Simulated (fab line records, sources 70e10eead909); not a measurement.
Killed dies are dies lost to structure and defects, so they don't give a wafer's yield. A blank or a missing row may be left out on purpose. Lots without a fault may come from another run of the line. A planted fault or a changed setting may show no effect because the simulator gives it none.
A struck lot beside a sound one | flow nand_harc | 39 steps out of a route of 1302
Sound: wafers L693.3, L693.4, L693.6. Struck: wafers L700.3, L700.4, L700.5. The cause comes at the end.
At each step with rows: each side's tool, then ch and its chambers, then its first start. Under that, the readings that differ: sound wafers | struck wafers | difference of the means | sigmas: that difference in standard deviations of wafers without a fault.
alike: readings whose means differ by less than 2 such deviations, and words and numbers that are the same on both sides. not compared: withheld readings, readings that some wafer has no value for, bounds like >300 that may hide the same value, and numbers for which the record gives no deviation and whose values overlap.
The two part at a step that has a row with sigmas, a row that says differs or no value, or rows on one side only. Numbers that don't overlap but have no deviation are shown without sigmas and don't part them. A reading that every wafer of one side lacks parts them only if that side has two wafers or more.

first, 4 steps without rows for these wafers: NHARC_A_STAIRCASE_HARDBAKE_185 (time 140 s); NHARC_A_STAIRCASE_DESCUM_186 (chemistry O2, time 3 s); NHARC_A_STAIRCASE_TRIM_187 (chemistry O2, time 211.2 s); NHARC_A_STAIRCASE_ETCH_188 (etches the open film in C4F8/O2, target depth 100 nm, time 40.5 s).
NHARC_A_STAIRCASE_TRIM_189: chemistry O2, time 211.2 s.
  sound on rie_diel-08 ch 0,1,2; struck on rie_diel-10 ch 0,1,3
  alike: drypump_motor_current_A, oes_product_au, rf_vpp_V, showerhead_plenum_p_Torr, throttle_valve_pct
  not compared: rf_hours_counter_h
then, 5 steps without rows for these wafers: NHARC_A_STAIRCASE_ETCH_190 (etches the open film in C4F8/O2, target depth 100 nm, time 40.5 s); NHARC_A_STAIRCASE_TRIM_191 (chemistry O2, time 211.2 s); NHARC_A_STAIRCASE_ETCH_192 (etches the open film in C4F8/O2, target depth 100 nm, time 40.5 s); NHARC_A_STAIRCASE_TRIM_193 (chemistry O2, time 211.2 s); NHARC_A_STAIRCASE_ETCH_194 (etches the open film in C4F8/O2, target depth 100 nm, time 40.5 s).
NHARC_A_STAIRCASE_TRIM_196: chemistry O2, time 211.2 s.
  sound on rie_diel-08 ch 2,3, day 17 12:16; struck on rie_diel-10 ch 1,2, day 20 13:59
  alike: drypump_motor_current_A, oes_product_au, rf_vpp_V, showerhead_plenum_p_Torr, throttle_valve_pct
  not compared: rf_hours_counter_h
NHARC_A_STAIRCASE_ETCH_197: etches the open film in C4F8/O2, target depth 100 nm, time 40.5 s.
  sound on rie_diel-08 ch 0,1,3; struck on rie_diel-10 ch 1,3
  alike: bias_w, oes_product_au, rf_vpp_V
  not compared: rf_hours_counter_h
then, 2 steps without rows for these wafers: NHARC_A_STAIRCASE_TRIM_198 (chemistry O2, time 211.2 s); NHARC_A_STAIRCASE_ETCH_199 (etches the open film in C4F8/O2, target depth 100 nm, time 40.5 s).
NHARC_A_STAIRCASE_TRIM_200: chemistry O2, time 211.2 s.
  sound on rie_diel-08 ch 0,1,2; struck on rie_diel-10 ch 0,1,3
  alike: drypump_motor_current_A, oes_product_au, rf_vpp_V, showerhead_plenum_p_Torr, throttle_valve_pct
  not compared: rf_hours_counter_h
NHARC_A_STAIRCASE_ETCH_201: etches the open film in C4F8/O2, target depth 100 nm, time 40.5 s.
  sound on rie_diel-08 ch 0,3; struck on rie_diel-10 ch 0,1,3
  alike: bias_w, oes_product_au, rf_vpp_V
  not compared: rf_hours_counter_h
then, 15 steps without rows for these wafers: NHARC_A_STAIRCASE_TRIM_202 (chemistry O2, time 211.2 s); NHARC_A_STAIRCASE_ETCH_203 (etches the open film in C4F8/O2, target depth 100 nm, time 40.5 s); NHARC_A_STAIRCASE_STRIP_205 (strips in O2); NHARC_A_STAIRCASE_STRIP_206 (strips in SPM, time 900 s); NHARC_A_STAIRCASE_PRECLEAN_207 (cleans in SC1); NHARC_A_STAIRCASE_SRD_208; NHARC_A_STAIRCASE_DEHYDRATE_209 (time 120 s); NHARC_A_STAIRCASE_HMDS_210 (time 30 s); NHARC_A_STAIRCASE_COAT_211; NHARC_A_STAIRCASE_SOFTBAKE_212 (time 170 s); NHARC_A_STAIRCASE_EBR_213; NHARC_A_STAIRCASE_EXPOSE_214 (exposes mask STAIR 3); NHARC_A_STAIRCASE_PEB_215 (peb time 130 s); NHARC_A_STAIRCASE_DEVELOP_216 (time 140 s); NHARC_A_STAIRCASE_HARDBAKE_218 (time 140 s).
NHARC_A_STAIRCASE_DESCUM_219: chemistry O2, time 3 s.
  sound on rie_diel-08 ch 0,3, day 17 15:55; struck on rie_diel-03 ch 0,3, day 20 16:49
  alike: drypump_motor_current_A, oes_product_au, rf_vpp_V, showerhead_plenum_p_Torr, throttle_valve_pct
  not compared: rf_hours_counter_h
then, 6 steps without rows for these wafers: NHARC_A_STAIRCASE_TRIM_220 (chemistry O2, time 211.2 s); NHARC_A_STAIRCASE_ETCH_221 (etches the open film in C4F8/O2, target depth 100 nm, time 40.5 s); NHARC_A_STAIRCASE_TRIM_222 (chemistry O2, time 211.2 s); NHARC_A_STAIRCASE_ETCH_223 (etches the open film in C4F8/O2, target depth 100 nm, time 40.5 s); NHARC_A_STAIRCASE_TRIM_224 (chemistry O2, time 211.2 s); NHARC_A_STAIRCASE_ETCH_225 (etches the open film in C4F8/O2, target depth 100 nm, time 40.5 s).
-- the record jumps here: 9 days lie between the struck wafers' starts before and after (it left off in module A_STAIRCASE and takes up again in module END, whose first step shown is number 1302 of the route) --
NHARC_END_SORT_01:
  the record has rows for the struck wafers here (prober-01 ch 0, day 29 11:55) and none for the sound ones

WHERE THEY PART
Only at NHARC_END_SORT_01, within this record.

WHY: what the simulator had put in
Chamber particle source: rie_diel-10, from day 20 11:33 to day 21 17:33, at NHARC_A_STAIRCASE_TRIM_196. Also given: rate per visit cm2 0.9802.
